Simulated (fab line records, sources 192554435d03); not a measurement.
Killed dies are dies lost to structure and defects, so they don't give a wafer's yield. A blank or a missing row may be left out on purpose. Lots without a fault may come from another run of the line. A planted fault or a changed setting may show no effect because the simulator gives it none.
Split-lot experiment | flow n5_finfet | 7 lots, 21 wafers read, on a route of 1938 steps

THE SPLIT
At N5_MOL_CONTACT_COAG_ALD_27 (deposits SiOC, target thk 17 nm, pulse time 1.5 s, time 2720 s), the setting ald_cycles was moved away from the recipe's 340 on 5 of the 21 wafers read, by -11.8% to +11.8%. The other wafers ran this setting at the recipe's value.

The reading is taken at the split's own step.

THE READING
SiOC_of_MOL_CONTACT_COAG_ALD_27.thk_nm (the simulator's own value, which no gauge read), in nm, at N5_MOL_CONTACT_COAG_ALD_27 (deposits SiOC, target thk 17 nm, pulse time 1.5 s, time 2720 s). The file gives no usual value for it. The 16 wafers here that ran the recipe average 17.0 nm, standard deviation 0.071 nm.

wafer  | tool, chamber at the split | ald_cycles as run | against the recipe | SiOC_of_MOL_CONTACT_COAG_ALD_27.thk_nm, nm | against lot-mates on the recipe
L076.2 | ald_sin-03, 2,0,3          | 340               | recipe             | 17                                         | -
L076.4 | ald_sin-03, 2,0,3          | 340               | recipe             | 17                                         | -
L076.6 | ald_sin-03, 2,0,3          | 340               | recipe             | 17                                         | -
L078.1 | ald_sin-02, 2              | 366               | +7.6%              | 18                                         | +1.0
L078.2 | ald_sin-02, 0              | 340               | recipe             | 17                                         | -
L078.6 | ald_sin-02, 0              | 340               | recipe             | 17                                         | -
L082.3 | ald_sin-04, 2,3            | 340               | recipe             | 17                                         | -
L082.5 | ald_sin-04, 2,3            | 340               | recipe             | 17                                         | -
L082.4 | ald_sin-04, 1              | 380               | +11.8%             | 19                                         | +2.0
L083.1 | ald_sin-04, 2,3            | 377               | +10.9%             | 19                                         | +2.0
L083.5 | ald_sin-04, 2,3            | 377               | +10.9%             | 19                                         | +2.0
L083.2 | ald_sin-04, 3              | 340               | recipe             | 17                                         | -
L089.2 | ald_sin-02, 3,0,1          | 340               | recipe             | 17                                         | -
L089.3 | ald_sin-02, 3,0,1          | 340               | recipe             | 17                                         | -
L089.4 | ald_sin-02, 3,0,1          | 340               | recipe             | 17                                         | -
L092.1 | ald_sin-02, 1,0            | 340               | recipe             | 17                                         | -
L092.4 | ald_sin-02, 1,0            | 340               | recipe             | 17                                         | -
L092.2 | ald_sin-02, 3              | 340               | recipe             | 16.8                                       | -
L096.1 | ald_sin-03, 3              | 300               | -11.8%             | 15.2                                       | -1.9
L096.2 | ald_sin-03, 1              | 340               | recipe             | 17.2                                       | -
L096.3 | ald_sin-03, 0              | 340               | recipe             | 17                                         | -
Where a row lists several chambers, the file gives one row for several wafers and doesn't say which wafer went through which chamber.

THE FIT
A straight line over all 21 wafers: SiOC_of_MOL_CONTACT_COAG_ALD_27.thk_nm changes by +0.167 nm for each +1% of ald_cycles; r = +0.99; the points scatter about the line by 0.11 nm.
The same after taking each lot's own level away (the mean of its wafers on the recipe; 21 wafers): +0.169 nm for each +1%; r = +0.99; scatter 0.1 nm.
On that fit, the largest move of ald_cycles shifts the reading by 2 nm.
The lots' own levels span 16.93 to 17.10 nm, that is 2.4 times the standard deviation above.
So the lot-to-lot level changes the slope little: the two slopes agree.
Check: with one of the wafers moved furthest among these (+11.8%) left out of the fit, the line predicts +2 nm for it against its lot-mates. It came out at +2 nm against them.

OTHER SPLITS ON THESE WAFERS
These wafers also went through other splits before the reading. Each is held against what the fit with the lots' levels taken away leaves over:
other split on the same wafers | wafers away from the commonest value | r with SiOC_of_MOL_CONTACT_COAG_ALD_27.thk_nm (lot level and that fit taken away)
N5_GATE_CUT_ETCH_37 bias_w     | 7                                    | -0.15

THE FILE'S OWN FIT
SiOC_of_MOL_CONTACT_COAG_ALD_27.thk_nm changes by +0.166 nm for each +1% of ald_cycles, r = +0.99.
